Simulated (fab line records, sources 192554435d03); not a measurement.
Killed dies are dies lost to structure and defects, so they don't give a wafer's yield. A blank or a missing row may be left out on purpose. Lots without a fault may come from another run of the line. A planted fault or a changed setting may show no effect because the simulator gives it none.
A struck lot beside a sound one | flow n5_finfet | 14 steps out of a route of 1938
Sound: wafers L516.1, L516.3, L516.5. Struck: wafers L510.2, L510.5, L510.6. The cause comes at the end.
At each step with rows: each side's tool, then ch and its chambers, then its first start. Under that, the readings that differ: sound wafers | struck wafers | difference of the means | sigmas: that difference in standard deviations of wafers without a fault.
alike: readings whose means differ by less than 2 such deviations, and words and numbers that are the same on both sides. not compared: withheld readings, readings that some wafer has no value for, bounds like >300 that may hide the same value, and numbers for which the record gives no deviation and whose values overlap.
The two part at a step that has a row with sigmas, a row that says differs or no value, or rows on one side only. Numbers that don't overlap but have no deviation are shown without sigmas and don't part them. A reading that every wafer of one side lacks parts them only if that side has two wafers or more.

N5_BEOL_M8_RS_MEAS_57: measures by four-point-probe.
  sound on film_metro-02, day 15 23:11; struck on film_metro-02, day 15 01:23
  alike: M8_RS
N5_BEOL_M8_INSPECT_58: inspects for defects (darkfield).
  sound on defect_inspect-02, day 15 23:13; struck on defect_inspect-02, day 15 01:25
  alike: raw_defect_count
N5_BEOL_M9_ILD_DEP_00: deposits SiCOH lowk from DEMS/porogen, target thk 308.51 nm, time 58 s.
  sound on pecvd-04 ch 0,1, day 15 23:15; struck on pecvd-03 ch 0,1,2, day 15 01:28
  alike: heater_power_w, rf_fwd_power_W, showerhead_plenum_p_Torr, throttle_valve_pct
N5_BEOL_M9_CURE_71: cures SiCOH lowk, time 240 s.
  sound on uv_cure-02 ch 0, day 15 23:22; struck on uv_cure-02 ch 0, day 15 01:37
  alike: lamp_power_pct, wafer_temp_C_max
N5_BEOL_M9_THK_MEAS_01:
  sound on film_metro-02, day 15 23:52; struck on film_metro-01, day 15 02:03
  alike: M9_ILD_THK
N5_BEOL_M9_PECVD_70: deposits SiO2 from TEOS/O2, target thk 20 nm, time 22.7 s.
  sound on pecvd-04 ch 0,1, day 15 23:55; struck on pecvd-04 ch 0,1, day 15 02:05
  alike: heater_power_w, rf_fwd_power_W, showerhead_plenum_p_Torr, throttle_valve_pct
N5_BEOL_M9_HM_DEP_02: deposits TiN, target thk 20 nm.
  sound on pvd_sputter-02, day 16 00:59; struck on pvd_sputter-01, day 15 02:39
  alike: chamber_pressure_pa, throttle_valve_pct
then, 5 steps without rows for these wafers: N5_BEOL_M9_COAT_59 (time 60 s, resist thk 100 nm); N5_BEOL_M9_COAT_60 (time 60 s, resist thk 30 nm); N5_BEOL_M9_COAT_05 (resist thk 90 nm); N5_BEOL_M9_EBR_07; N5_BEOL_M9_SOFTBAKE_06 (time 60 s).
N5_BEOL_M9_EXPOSE_08: exposes mask M9.
  sound on arfi_scanner-03 ch 0, day 16 01:22; struck on arfi_scanner-02, day 15 02:54
  no value came back on the struck wafers for dipole_opening_deg (degrees), exposure_dose_mJ_cm2, na, sigma_outer; on the sound wafers dipole_opening_deg (degrees) reads 40 40 40
  alike: mask
then, 1 step without rows for these wafers: N5_BEOL_M9_PEB_09 (peb time 60 s).

WHERE THEY PART
Only at N5_BEOL_M9_EXPOSE_08, within this record.

WHY: what the simulator had put in
Skipped step whole: arfi_scanner-02, from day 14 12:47 on, at N5_BEOL_M9_EXPOSE_08. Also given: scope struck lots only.
